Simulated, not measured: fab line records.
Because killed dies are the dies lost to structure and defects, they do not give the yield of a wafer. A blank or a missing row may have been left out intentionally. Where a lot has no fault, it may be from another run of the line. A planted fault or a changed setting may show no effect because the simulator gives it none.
Which of the tools did it? -- flow n5Finfet -- 24 lots, 72 wafers sampled, at 3 steps of a route of 1938

## WHAT THE GAUGES READ, wafer by wafer
N5_BEOL_M0_SAQP_INSPECT_42: inspects for defects (brightfield). Usual: rawDefectCount reads 265 (standard deviation 69).
lot,measured,on,rawDefectCount,flag
L074,day 5 21:09,defectInspect-02,233 340 230,
L075,day 5 22:40,defectInspect-02,297 450 389,
L076,day 6 06:16,defectInspect-01,251 269 179,
L077,day 6 12:37,defectInspect-02,264 240 225,
L078,day 6 19:45,defectInspect-01,207 175 239,
L079,day 7 02:28,defectInspect-01,295 263 239,
L080,day 7 04:00,defectInspect-02,201 165 188,
L081,day 7 14:43,defectInspect-01,228 268 234,
L082,day 7 20:23,defectInspect-01,280 342 182,
L083,day 7 23:40,defectInspect-01,220 252 415,
L084,day 8 12:10,defectInspect-01,178 191 236,
L085,day 8 13:31,defectInspect-02,218 200 256,
L086,day 8 20:28,defectInspect-02,238 264 398,
L087,day 9 02:31,defectInspect-01,200 273 210,
L088,day 9 06:31,defectInspect-02,218 315 203,
L089,day 9 15:10,defectInspect-01,410 212 273,
L090,day 9 18:16,defectInspect-01,242 276 182,
L091,day 10 00:08,defectInspect-01,241 228 288,
L092,day 10 04:37,defectInspect-01,384 225 240,
L093,day 10 09:36,defectInspect-02,378 216 405,
L094,day 10 15:50,defectInspect-02,179 276 240,
L095,day 10 23:41,defectInspect-01,257 438 309,
L096,day 11 02:49,defectInspect-02,340 230 253,
L097,day 11 07:04,defectInspect-02,209 322 271,

## TOOL THAT RAN EACH LOT (tool first, then ch and the chambers of the sampled wafers, then the start)
lot,N5_BEOL_M0_SAQP_STRIP_86,N5_BEOL_M0_SAQP_SPACER2_ETCHBACK_27
L074,"rieDiel-04 ch 0,2, day 5 17:10","rieDiel-04 ch 0,2, day 5 20:34"
L075,"rieDiel-04 ch 1,2,3, day 5 18:55","rieDiel-02 ch 0,2,3, day 5 21:57"
L076,"rieDiel-02 ch 1,2,3, day 6 02:47","rieDiel-02 ch 1,2, day 6 05:32"
L077,"rieDiel-02 ch 1,2,3, day 6 08:32","rieDiel-04 ch 0,3, day 6 11:53"
L078,"rieDiel-04 ch 0,2, day 6 16:20","rieDiel-04 ch 0,2, day 6 19:10"
L079,"rieDiel-02 ch 0,2,3, day 6 22:11","rieDiel-02 ch 0,2,3, day 7 01:53"
L080,"rieDiel-02 ch 0,1,3, day 6 23:53","rieDiel-05 ch 0,1,3, day 7 03:17"
L081,"rieDiel-05 ch 1,2, day 7 11:15","rieDiel-02 ch 0,1,3, day 7 14:07"
L082,"rieDiel-04 ch 0,1,3, day 7 15:52","rieDiel-05 ch 0,3, day 7 19:40"
L083,"rieDiel-05 ch 1,2, day 7 19:04","rieDiel-04 ch 0,1, day 7 22:57"
L084,"rieDiel-04 ch 0,2, day 8 04:51","rieDiel-04 ch 0,1,3, day 8 11:26"
L085,"rieDiel-02 ch 0,3, day 8 07:22","rieDiel-02 ch 0,2,3, day 8 12:46"
L086,"rieDiel-04 ch 1,3, day 8 16:48","rieDiel-05 ch 0,2,3, day 8 19:45"
L087,"rieDiel-02 ch 0,3, day 8 22:37","rieDiel-04 ch 1,3, day 9 01:56"
L088,"rieDiel-04 ch 2,3, day 9 02:13","rieDiel-02 ch 2,3, day 9 05:47"
L089,"rieDiel-05 ch 1,2,3, day 9 10:52","rieDiel-02 ch 0,1,3, day 9 14:34"
L090,"rieDiel-05 ch 0,1,3, day 9 14:07","rieDiel-02 ch 1,2,3, day 9 17:40"
L091,"rieDiel-05 ch 0,1,2, day 9 20:26","rieDiel-04 ch 2,3, day 9 23:23"
L092,"rieDiel-05 ch 0,2,3, day 10 00:21","rieDiel-05 ch 1,2, day 10 04:01"
L093,"rieDiel-05 ch 0,1,2, day 10 04:56","rieDiel-05 ch 2,3, day 10 08:53"
L094,"rieDiel-05 ch 1,2,3, day 10 11:51","rieDiel-04 ch 0,2,3, day 10 15:15"
L095,"rieDiel-04 ch 0,2, day 10 20:10","rieDiel-04 ch 0,2, day 10 23:05"
L096,"rieDiel-05 ch 0,1,2, day 10 23:21","rieDiel-02 ch 1,2,3, day 11 02:06"
L097,"rieDiel-02 ch 0,1,2, day 11 03:04","rieDiel-02 ch 0,1,2, day 11 06:21"
- N5_BEOL_M0_SAQP_STRIP_86: strips in N2/H2.
- N5_BEOL_M0_SAQP_SPACER2_ETCHBACK_27: etches SiO2 in CHF3/O2, target depth 22.5 nm, time 11.25 s.

## AS READ BY THE TOOLS THEMSELVES (means over the sampled wafers that have a number; for cases with no such wafer, the mark the record gives instead)
N5_BEOL_M0_SAQP_STRIP_86. Usual: drypumpMotorCurrentA 5.9 A, standard deviation 0.54; oesProductAu 0.78 a.u., standard deviation 0.092; rfVppV 121.9 V, standard deviation 1.4; showerheadPlenumPTorr 3.36 Torr, standard deviation 0.11; throttleValvePct 19.0 %, standard deviation 0.45.
lot,tool,drypumpMotorCurrentA (A),oesProductAu (a.u.),rfVppV (V),showerheadPlenumPTorr (Torr),throttleValvePct (%),flag
L074,rieDiel-04,5.5,0.69,121.8,3.44,19.3,
L075,rieDiel-04,5.5,0.69,120.7,3.36,18.9,
L076,rieDiel-02,6.5,0.78,120.4,3.36,19.2,
L077,rieDiel-02,6.5,0.78,122.9,3.36,19.3,
L078,rieDiel-04,5.6,0.69,122.7,3.45,19.1,
L079,rieDiel-02,6.1,0.78,121.6,3.31,19.0,
L080,rieDiel-02,5.9,0.73,122.6,3.28,19.3,
L081,rieDiel-05,5.9,0.83,122.4,3.26,18.7,
L082,rieDiel-04,5.4,0.78,122.1,3.49,19.1,
L083,rieDiel-05,5.9,0.82,121.2,3.26,18.7,
L084,rieDiel-04,5.6,0.69,121.8,3.44,19.1,
L085,rieDiel-02,5.5,0.72,121.6,3.23,19.0,
L086,rieDiel-04,5.4,0.85,122.8,3.52,18.5,
L087,rieDiel-02,5.5,0.72,121.6,3.22,19.1,
L088,rieDiel-04,5.6,0.77,123.9,3.48,18.6,
L089,rieDiel-05,6.2,0.82,121.6,3.25,18.9,
L090,rieDiel-05,5.8,0.74,120.0,3.31,19.2,
L091,rieDiel-05,5.9,0.78,120.5,3.33,19.0,
L092,rieDiel-05,6.1,0.79,122.5,3.33,19.1,
L093,rieDiel-05,5.8,0.77,121.3,3.33,19.0,
L094,rieDiel-05,6.2,0.80,121.6,3.25,18.9,
L095,rieDiel-04,5.5,0.86,122.8,3.43,19.1,
L096,rieDiel-05,5.8,0.77,121.5,3.32,19.0,
L097,rieDiel-02,6.0,0.90,122.1,3.42,19.2,

N5_BEOL_M0_SAQP_SPACER2_ETCHBACK_27. Usual: biasW 170.0 W, standard deviation 0.48; drypumpMotorCurrentA 5.9 A, standard deviation 0.55; oesProductAu 0.78 a.u., standard deviation 0.099; rfVppV 521 V, standard deviation 10; showerheadPlenumPTorr 2.43 Torr, standard deviation 0.08; throttleValvePct 18.91 %, standard deviation 0.22.
lot,tool,biasW (W),drypumpMotorCurrentA (A),oesProductAu (a.u.),rfVppV (V),showerheadPlenumPTorr (Torr),throttleValvePct (%),flag
L074,rieDiel-04,170.1,5.5,0.69,542,2.48,19.18,
L075,rieDiel-02,170.1,6.1,0.78,517,2.38,19.01,
L076,rieDiel-02,170.3,6.5,0.79,518,2.43,19.16,
L077,rieDiel-04,170.1,5.4,0.68,516,2.34,18.97,
L078,rieDiel-04,169.8,5.6,0.69,533,2.49,19.08,
L079,rieDiel-02,169.8,6.1,0.77,517,2.37,19.02,
L080,rieDiel-05,170.5,5.8,0.77,518,2.38,18.75,
L081,rieDiel-02,169.8,5.9,0.72,520,2.35,19.07,
L082,rieDiel-05,169.7,5.7,0.75,522,2.43,18.77,
L083,rieDiel-04,170.3,5.4,0.67,540,2.47,19.15,
L084,rieDiel-04,170.2,5.4,0.76,528,2.50,18.88,
L085,rieDiel-02,170.0,6.1,0.76,516,2.37,19.04,
L086,rieDiel-05,170.3,6.1,0.80,519,2.39,18.80,
L087,rieDiel-04,169.8,5.4,0.84,514,2.53,18.58,
L088,rieDiel-02,169.5,6.5,0.78,518,2.42,19.07,
L089,rieDiel-02,170.2,5.9,0.91,524,2.44,18.80,
L090,rieDiel-02,170.4,6.5,0.83,520,2.40,19.02,
L091,rieDiel-04,169.9,5.6,0.76,520,2.51,18.83,
L092,rieDiel-05,169.7,5.9,0.80,509,2.33,18.80,
L093,rieDiel-05,169.9,6.4,0.84,516,2.34,18.83,
L094,rieDiel-04,170.4,5.5,0.85,521,2.50,18.81,
L095,rieDiel-04,169.9,5.6,0.76,526,2.47,19.00,
L096,rieDiel-02,169.9,6.5,0.81,519,2.40,19.04,
L097,rieDiel-02,169.8,6.0,0.89,522,2.45,18.87,

## THE ANSWER, worked out from the rows above alone
Rule: lot off if the mean of its wafers having a number is beyond 3 standard deviations from the usual mean. Also off: a lot with no number at a reading for which 4 or more lots have one. Any other lot the step has rows for is counted as sound. First the gauges in route order, then the tools' own readings, where a lot's mean is used as printed above. At the first step where some lot is off, the reading lying furthest off is the one used; lots without a number count as furthest.
Across all readings shown, no lot is off: no conclusion can be drawn from this.

## WHAT THE SIMULATOR HAD PUT IN
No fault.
